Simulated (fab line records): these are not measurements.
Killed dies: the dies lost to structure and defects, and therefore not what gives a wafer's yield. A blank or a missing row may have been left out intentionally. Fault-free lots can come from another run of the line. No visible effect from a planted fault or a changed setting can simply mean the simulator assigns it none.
fab line records	flow nand_harc
record: lots: 13	wafers: 39	last_day: 34
route steps=1302 shown A_BLC@1129 THIN_TSV@1271 END@1301
lots untouched by any fault: they come from a run of this same line in which no faults occurred
start_h: start of the lot's first displayed wafer, in hours after the record's first day	wait_h: hours since the lot's step before	" the same as in the row above	L1.1+2: one row covering several wafers at once	- value missing, or start not given	* or withheld: withheld	< > ~ a bound
route shown NAME@n: NAME is a module with steps in the file, n the number in the route of the first one	usual: the fault-free wafers' mean and standard deviation	same: alike in all rows	chamber/n: place in a boat	sites: per-site readings	_std_site: standard deviation across them	_edge_site: the outer-site mean with the inner-site mean subtracted	radius_mm: for every site, how far away it sits from the centre of the wafer	mask NAME#n: copy n	behind: the tool/chamber that last shaped the wafer	hold: cause of the lot's hold/its duration in hours/its outcome	device: the n, p or np transistor that did not switch	end of line: tests run on the same wafers once the route is complete	step lacking rows: just its recipe	killed: dies lost to structure and defects at the first sort, not the wafer's yield	map: a wafer's dies, marking killed ones x, the rest . and places with no die _
set.NAME: the setting as run; set.NAME@STEP: as run at that earlier step	model.NAME: the simulator's own value behind a step, which no gauge read
steps of the route over a sample of lots; a table a step, a row a wafer
services: a tool's chamber out of use, with start hour (start_h, from the record's first day; less than 0 if before it), hours out, and reason
== steps ==
step: NHARC_A_BLC_PRE_CLEAN_31
recipe: time_s: 15	bias_v: 250	gas: Ar
lot.wafer	tool	chamber	start_h	wait_h
L701.4+1+2	pvd_sputter-01	-	523.33	-
L702.2+1+5	pvd_sputter-01	-	529.44	-
L704.2+1+4	pvd_sputter-01	-	543.33	-
L705.2+4+5	pvd_sputter-02	-	553.51	-
L708.4+6+5	pvd_sputter-02	-	594.89	-
L714.4+5+6	pvd_sputter-03	-	647.53	-
L718.2+3+6	pvd_sputter-01	-	676.43	-
L717.1+4+3	pvd_sputter-02	-	678.20	-
L719.3+2+5	pvd_sputter-01	-	696.75	-
L720.3+2+6	pvd_sputter-02	-	701.89	-
L721.3+1+4	pvd_sputter-02	-	706.13	-
L722.2+4+5	pvd_sputter-02	-	723.91	-
L724.1+3+5	pvd_sputter-02	-	766.53	-
step: NHARC_THIN_TSV_PRE_CLEAN_50
recipe: time_s: 30	temp_c: 280	gas: H2/He
usual: heater_power_w: 407/22
lot.wafer	tool	chamber	start_h	wait_h	heater_power_w
L701.1	pvd_sputter-01	-	-	-	372
L701.4	"	-	"	"	411
L701.2	"	-	"	"	422
L702.2	pvd_sputter-02	-	-	-	386
L702.1	"	-	"	"	400
L702.5	"	-	"	"	391
L704.4	pvd_sputter-02	-	-	-	408
L704.2	"	-	"	"	393
L704.1	"	-	"	"	371
L705.2	pvd_sputter-03	-	-	-	420
L705.4	"	-	"	"	457
L705.5	"	-	"	"	378
L708.4	pvd_sputter-02	-	-	-	389
L708.6	"	-	"	"	376
L708.5	"	-	"	"	384
L714.4	pvd_sputter-03	-	-	-	449
L714.6	"	-	"	"	441
L714.5	"	-	"	"	454
L718.2	pvd_sputter-01	-	-	-	389
L718.3	"	-	"	"	408
L718.6	"	-	"	"	388
L717.4	pvd_sputter-03	-	-	-	453
L717.1	"	-	"	"	374
L717.3	"	-	"	"	409
L719.2	pvd_sputter-01	-	-	-	411
L719.3	"	-	"	"	417
L719.5	"	-	"	"	416
L720.3	pvd_sputter-01	-	-	-	423
L720.2	"	-	"	"	377
L720.6	"	-	"	"	434
L721.1	pvd_sputter-02	-	-	-	374
L721.4	"	-	"	"	391
L721.3	"	-	"	"	416
L722.4	pvd_sputter-02	-	-	-	411
L722.2	"	-	"	"	392
L722.5	"	-	"	"	417
L724.1	pvd_sputter-01	-	-	-	423
L724.3	"	-	"	"	417
L724.5	"	-	"	"	361
step: NHARC_END_WLT_00
usual: VT_DECK1_BOTTOM: 0.872/0.0071	VT_DECK1_BOTTOM_INNER: 0.872/0.0071	VT_DECK1_MEDIAN_NEAR_BOTTOM: 0.873/0.0067	VT_DECK1_MEDIAN_NEAR_BOTTOM_INNER: 0.873/0.0071	VT_DECK1_MIDDLE: 0.886/0.0062	VT_DECK1_MIDDLE_INNER: 0.886/0.0066	VT_DECK1_TOP: 0.899/0.007	VT_DECK1_TOP_INNER: 0.898/0.0066	VT_DECK2_BOTTOM: 0.871/0.0085	VT_DECK2_BOTTOM_INNER: 0.871/0.0083	VT_DECK2_MEDIAN_NEAR_BOTTOM: 0.873/0.0087	VT_DECK2_MEDIAN_NEAR_BOTTOM_INNER: 0.872/0.0089	VT_DECK2_MIDDLE: 0.884/0.0083	VT_DECK2_MIDDLE_INNER: 0.885/0.0086	VT_DECK2_TOP: 0.896/0.0083	VT_DECK2_TOP_INNER: 0.897/0.0081
lot.wafer	tool	chamber	start_h	wait_h	VT_DECK1_BOTTOM	VT_DECK1_BOTTOM_INNER	VT_DECK1_MEDIAN_NEAR_BOTTOM	VT_DECK1_MEDIAN_NEAR_BOTTOM_INNER	VT_DECK1_MIDDLE	VT_DECK1_MIDDLE_INNER	VT_DECK1_TOP	VT_DECK1_TOP_INNER	VT_DECK2_BOTTOM	VT_DECK2_BOTTOM_INNER	VT_DECK2_MEDIAN_NEAR_BOTTOM	VT_DECK2_MEDIAN_NEAR_BOTTOM_INNER	VT_DECK2_MIDDLE	VT_DECK2_MIDDLE_INNER	VT_DECK2_TOP	VT_DECK2_TOP_INNER
L701.1	prober-02	-	561.63	0.1	0.871	0.859	0.871	0.871	0.890	0.878	0.887	0.893	0.880	0.872	0.875	0.876	0.886	0.887	0.908	0.904
L701.2	"	-	"	"	0.864	0.869	0.866	0.867	0.880	0.878	0.898	0.899	0.873	0.870	0.876	0.862	0.886	0.898	0.897	0.900
L701.4	"	-	563.13	1.6	0.870	0.871	0.876	0.875	0.877	0.882	0.893	0.900	0.870	0.869	0.879	0.869	0.883	0.887	0.898	0.897
L702.1	prober-01	-	567.43	0.0	0.861	0.871	0.871	0.862	0.877	0.875	0.892	0.891	0.877	0.880	0.876	0.878	0.895	0.895	0.908	0.907
L702.2	"	-	"	"	0.868	0.864	0.865	0.869	0.878	0.887	0.892	0.893	0.872	0.872	0.882	0.885	0.898	0.890	0.901	0.911
L702.5	"	-	569.43	2.0	0.866	0.873	0.871	0.868	0.881	0.873	0.898	0.887	0.886	0.894	0.894	0.889	0.897	0.898	0.911	0.910
L704.1	prober-01	-	581.67	0.0	0.873	0.866	0.872	0.869	0.891	0.887	0.897	0.889	0.871	0.877	0.879	0.879	0.889	0.883	0.894	0.896
L704.2	"	-	"	"	0.874	0.876	0.878	0.871	0.893	0.884	0.902	0.901	0.863	0.872	0.867	0.874	0.879	0.881	0.891	0.892
L704.4	"	-	583.18	1.6	0.871	0.865	0.865	0.874	0.882	0.881	0.896	0.899	0.875	0.871	0.874	0.873	0.883	0.890	0.898	0.893
L705.2	prober-02	-	596.85	0.6	0.870	0.873	0.872	0.874	0.893	0.890	0.898	0.901	0.865	0.850	0.856	0.858	0.870	0.868	0.888	0.884
L705.4	"	-	597.85	1.6	0.866	0.872	0.875	0.880	0.885	0.887	0.894	0.907	0.855	0.854	0.856	0.865	0.871	0.869	0.886	0.888
L705.5	"	-	"	"	0.878	0.877	0.880	0.875	0.890	0.887	0.901	0.896	0.862	0.858	0.854	0.858	0.874	0.868	0.885	0.883
L708.4	prober-01	-	637.93	1.5	0.893	0.887	0.888	0.892	0.901	0.898	0.906	0.914	0.874	0.880	0.880	0.873	0.887	0.889	0.904	0.906
L708.5	"	-	"	"	0.890	0.891	0.878	0.881	0.900	0.899	0.917	0.910	0.866	0.872	0.876	0.875	0.890	0.891	0.901	0.904
L708.6	"	-	"	"	0.884	0.883	0.876	0.887	0.900	0.897	0.914	0.914	0.877	0.871	0.876	0.877	0.893	0.890	0.901	0.906
L714.4	prober-02	-	687.09	1.6	0.875	0.871	0.870	0.873	0.886	0.882	0.901	0.905	0.855	0.865	0.869	0.866	0.878	0.881	0.886	0.894
L714.5	"	-	"	"	0.865	0.874	0.870	0.865	0.892	0.894	0.907	0.903	0.862	0.862	0.866	0.863	0.878	0.879	0.877	0.887
L714.6	"	-	"	"	0.873	0.874	0.869	0.869	0.890	0.885	0.893	0.905	0.859	0.858	0.864	0.865	0.882	0.871	0.893	0.897
L717.1	prober-02	-	716.13	0.1	0.861	0.868	0.868	0.859	0.885	0.881	0.895	0.896	0.875	0.880	0.888	0.883	0.892	0.890	0.903	0.904
L717.3	"	-	717.13	1.1	0.867	0.865	0.868	0.864	0.879	0.889	0.905	0.894	0.881	0.879	0.882	0.876	0.893	0.892	0.907	0.898
L717.4	"	-	"	"	0.864	0.881	0.867	0.869	0.882	0.879	0.894	0.901	0.871	0.878	0.878	0.885	0.890	0.892	0.908	0.898
L718.2	prober-01	-	716.61	0.5	0.874	0.874	0.884	0.882	0.897	0.882	0.898	0.906	0.862	0.860	0.876	0.861	0.881	0.878	0.891	0.891
L718.3	"	-	"	"	0.869	0.874	0.878	0.883	0.881	0.895	0.904	0.896	0.866	0.868	0.866	0.869	0.883	0.886	0.895	0.897
L718.6	"	-	718.60	2.5	0.877	0.881	0.882	0.882	0.890	0.884	0.893	0.893	0.868	0.868	0.882	0.873	0.881	0.882	0.896	0.889
L719.2	prober-01	-	735.82	0.5	0.868	0.870	0.870	0.873	0.885	0.890	0.896	0.900	0.864	0.865	0.871	0.872	0.884	0.888	0.893	0.901
L719.3	"	-	"	"	0.875	0.871	0.873	0.875	0.885	0.889	0.898	0.899	0.862	0.873	0.862	0.866	0.882	0.880	0.898	0.892
L719.5	"	-	"	"	0.877	0.868	0.868	0.875	0.886	0.888	0.891	0.898	0.866	0.879	0.873	0.877	0.888	0.890	0.891	0.893
L721.1	prober-02	-	743.13	0.1	0.879	0.886	0.878	0.876	0.885	0.893	0.900	0.893	0.867	0.861	0.861	0.872	0.877	0.877	0.889	0.893
L721.3	"	-	744.14	1.1	0.877	0.885	0.879	0.880	0.892	0.886	0.901	0.901	0.858	0.859	0.866	0.857	0.880	0.874	0.892	0.893
L721.4	"	-	"	"	0.867	0.867	0.874	0.862	0.891	0.885	0.900	0.899	0.864	0.871	0.871	0.872	0.890	0.885	0.903	0.898
L720.2	prober-01	-	743.62	0.5	0.881	0.874	0.879	0.879	0.890	0.884	0.895	0.898	0.875	0.870	0.871	0.877	0.876	0.891	0.889	0.900
L720.3	"	-	"	"	0.875	0.871	0.875	0.867	0.889	0.882	0.901	0.897	0.875	0.871	0.873	0.877	0.881	0.885	0.887	0.898
L720.6	"	-	745.55	2.5	0.864	0.867	0.876	0.872	0.886	0.879	0.900	0.901	0.868	0.865	0.865	0.865	0.876	0.883	0.887	0.892
L722.2	prober-01	-	770.21	0.5	0.879	0.884	0.871	0.883	0.893	0.895	0.913	0.903	0.870	0.877	0.876	0.868	0.893	0.888	0.904	0.899
L722.4	"	-	771.22	1.6	0.875	0.878	0.880	0.879	0.894	0.891	0.902	0.904	0.876	0.876	0.880	0.872	0.890	0.889	0.900	0.894
L722.5	"	-	"	"	0.884	0.876	0.872	0.882	0.893	0.890	0.910	0.903	0.866	0.867	0.876	0.864	0.888	0.878	0.898	0.902
L724.1	prober-02	-	804.90	0.1	0.865	0.870	0.874	0.871	0.885	0.886	0.884	0.887	0.863	0.870	0.870	0.870	0.883	0.886	0.897	0.894
L724.3	"	-	"	"	0.870	0.870	0.868	0.871	0.882	0.880	0.889	0.893	0.875	0.877	0.883	0.878	0.888	0.885	0.895	0.888
L724.5	"	-	"	"	0.871	0.865	0.869	0.867	0.872	0.880	0.892	0.897	0.879	0.861	0.871	0.876	0.888	0.881	0.899	0.885
step: NHARC_END_SORT_01
recipe: temp_c: 25
usual: killed_at_array: 55/15	killed_at_other: 1.0/1.2	killed_at_periphery: 3.4/2.2	killed_dies: 59/15	killed_open: 3.2/2	killed_short: 2.5/1.7
same: gross_dies: 677
lot.wafer	tool	chamber	start_h	wait_h	killed_at_array	killed_at_other	killed_at_periphery	killed_dies	killed_open	killed_short
L714.4	prober-02	0	691.02	3.4	75	1	5	81	5	3
L714.5	prober-02	0	691.82	3.7	150	0	1	151	1	2
L714.6	prober-02	0	692.62	4.0	54	2	2	58	1	3
killed by level:class
L714.4 A_SLIT:chamber_film_flake=32 A_CHANNEL_HOLE_D2:chamber_film_flake=27 A_CHANNEL_HOLE_D1:chamber_film_flake=4 P_M1:geometric_particle:open=2 A_ONON_D2:geometric_particle:short=2 P_GATE:chamber_film_flake=2 A_WL_FILL:chamber_film_flake=2 A_CONTACT:chamber_film_flake=2
L714.5 A_BLC:unspecified=96 A_SLIT:chamber_film_flake=28 A_CHANNEL_HOLE_D1:chamber_film_flake=8 A_CHANNEL_HOLE_D2:chamber_film_flake=6 A_STAIRCASE:chamber_film_flake=5 A_WL_FILL:chamber_film_flake=2 A_SOURCE_PLATE:geometric_particle:short=1 A_ONON_D2:geometric_particle:open=1
L714.6 A_SLIT:chamber_film_flake=24 A_CHANNEL_HOLE_D2:chamber_film_flake=10 A_WL_FILL:chamber_film_flake=5 A_CHANNEL_HOLE_D1:chamber_film_flake=4 A_STAIRCASE:chamber_film_flake=3 A_CONTACT:chamber_film_flake=3 THIN_TSV:chamber_film_flake=2 P_CONTACT:geometric_particle:short=1
== services ==
tool	chamber	start_h	hours	kind
pvd_sputter-03	-	557.75	10.0	pm
pvd_sputter-01	-	582.02	10.0	pm
pvd_sputter-03	-	613.65	1.3	repair
pvd_sputter-02	-	638.01	10.0	pm
pvd_sputter-03	-	725.83	41.1	repair
pvd_sputter-01	-	760.02	10.0	pm
pvd_sputter-03	-	766.97	10.0	pm
== key ==
first_sign: step: NHARC_END_SORT_01	reading: killed_at_array	direction: up	sigmas: 6.4	usual: 55	struck: 150
effect: step: NHARC_END_SORT_01	reading: killed_dies	direction: up	sigmas: 6.2	usual: 59	struck: 151
more_kills_born_at: NHARC_A_BLC_PRE_CLEAN_31@pvd_sputter-03: 96
met_at NHARC_A_BLC_PRE_CLEAN_31
struck_lots L714
struck_wafers L714.5
tester_left_out L714
not_acting_at NHARC_THIN_TSV_PRE_CLEAN_50,NHARC_END_WLT_00
fault: kind: chamber_particle_source	tool: pvd_sputter-03	chamber: -	onset_h: 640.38	steps: NHARC_A_BLC_PRE_CLEAN_31	rate_per_visit_cm2: 1.1729	end_h: 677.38	scope: struck_wafers_only
tester_left_out: of these lots the tester's yield and bins aren't shown, on N5 and GAA mostly nor the transistor test; their killed dies are dies lost to structure and defects alone, not to doping, threshold or leakage, so they don't give the yield
